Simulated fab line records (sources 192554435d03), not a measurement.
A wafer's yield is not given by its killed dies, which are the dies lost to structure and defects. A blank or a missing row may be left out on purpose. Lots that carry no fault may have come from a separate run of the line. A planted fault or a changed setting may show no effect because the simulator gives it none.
Matching of chambers | flow n5Finfet | rieDiel-04 running N5_GATE_CUT_STRIP_42: 4 sister chambers
The step strips in O2. 24 wafers are shown with their chamber, then 12 later ones without.

== WAFERS PAIRED WITH THEIR CHAMBERS ==
wafer  | chamber | throttleValvePct (%) | drypumpMotorCurrentA (A) | showerheadPlenumPTorr (Torr)
L077.1 | 1       | 16.47                | 6.5                      | 2.14
L077.3 | 2       | 17.04                | 6.1                      | 2.17
L077.5 | 2       | 17.05                | 6.1                      | 2.17
L078.2 | 2       | 17.06                | 6.1                      | 2.17
L078.4 | 3       | 16.58                | 5.3                      | 2.17
L078.5 | 2       | 17.04                | 6.1                      | 2.17
L079.3 | 1       | 16.47                | 6.5                      | 2.14
L079.4 | 3       | 16.58                | 5.3                      | 2.17
L079.6 | 3       | 16.58                | 5.3                      | 2.17
L082.2 | 3       | 16.58                | 5.3                      | 2.17
L082.4 | 1       | 16.48                | 6.5                      | 2.13
L082.6 | 2       | 17.06                | 6.1                      | 2.17
L084.1 | 1       | 16.50                | 6.5                      | 2.13
L084.3 | 0       | 17.27                | 5.6                      | 2.08
L084.4 | 3       | 16.60                | 5.3                      | 2.17
L086.1 | 2       | 17.07                | 6.1                      | 2.17
L086.2 | 1       | 16.50                | 6.5                      | 2.13
L086.5 | 2       | 17.06                | 6.1                      | 2.17
L088.2 | 3       | 16.61                | 5.3                      | 2.17
L088.3 | 0       | 17.27                | 5.5                      | 2.08
L088.5 | 2       | 17.08                | 6.2                      | 2.17
L090.1 | 3       | 16.60                | 5.3                      | 2.17
L090.5 | 1       | 16.48                | 6.5                      | 2.13
L090.6 | 2       | 17.08                | 6.1                      | 2.16

SIGNATURES (averages over the wafers above)
reading               | chamber 0 | chamber 1 | chamber 2 | chamber 3 | scatter within a chamber
throttleValvePct      | 17.2700   | 16.4833   | 17.0600   | 16.5900   | 0.0137
drypumpMotorCurrentA  | 5.550     | 6.500     | 6.111     | 5.300     | 0.0264
showerheadPlenumPTorr | 2.0800    | 2.1333    | 2.1689    | 2.1700    | 0.00333
Rule: for a wafer and a chamber, the distance is found by dividing, reading by reading, the gap between the wafer's reading and the chamber's mean by the reading's scatter, squaring, summing and taking the root. The wafer belongs to the nearest chamber; if the next one is less than 2 further off, it can't be placed. The scatter is the square root of a quotient: the sum, over the shown wafers, of each reading's squared deviation from its chamber's mean, divided by wafers minus chambers.

== WAFERS MISSING THEIR CHAMBER ==
wafer  | throttleValvePct (%) | drypumpMotorCurrentA (A) | showerheadPlenumPTorr (Torr)
L093.3 | 16.63                | 5.3                      | 2.17
L093.4 | 16.52                | 6.5                      | 2.13
L093.5 | 16.63                | 5.3                      | 2.17
L094.4 | 16.62                | 5.3                      | 2.17
L094.5 | 17.11                | 6.1                      | 2.16
L094.6 | 16.53                | 6.5                      | 2.13
L095.1 | 16.62                | 5.3                      | 2.16
L095.5 | 16.64                | 5.3                      | 2.16
L095.6 | 17.10                | 6.1                      | 2.16
L097.1 | 16.81                | 5.5                      | 2.08
L097.4 | 16.64                | 5.3                      | 2.16
L097.5 | 16.62                | 5.3                      | 2.16

== CHAMBER TAKEN BY EACH ==
wafer  | from the rows above     | in truth
L093.3 | 3                       | 3
L093.4 | 1                       | 1
L093.5 | 3                       | 3
L094.4 | 3                       | 3
L094.5 | 2                       | 2
L094.6 | 1                       | 1
L095.1 | 3                       | 3
L095.5 | 3                       | 3
L095.6 | 2                       | 2
L097.1 | can't be placed: 3 or 0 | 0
L097.4 | 3                       | 3
L097.5 | 3                       | 3
11 of 12 placed correctly. Unplaceable from these rows: 1, with the true chamber sitting among the candidates in 1. Wrongly placed: 0.
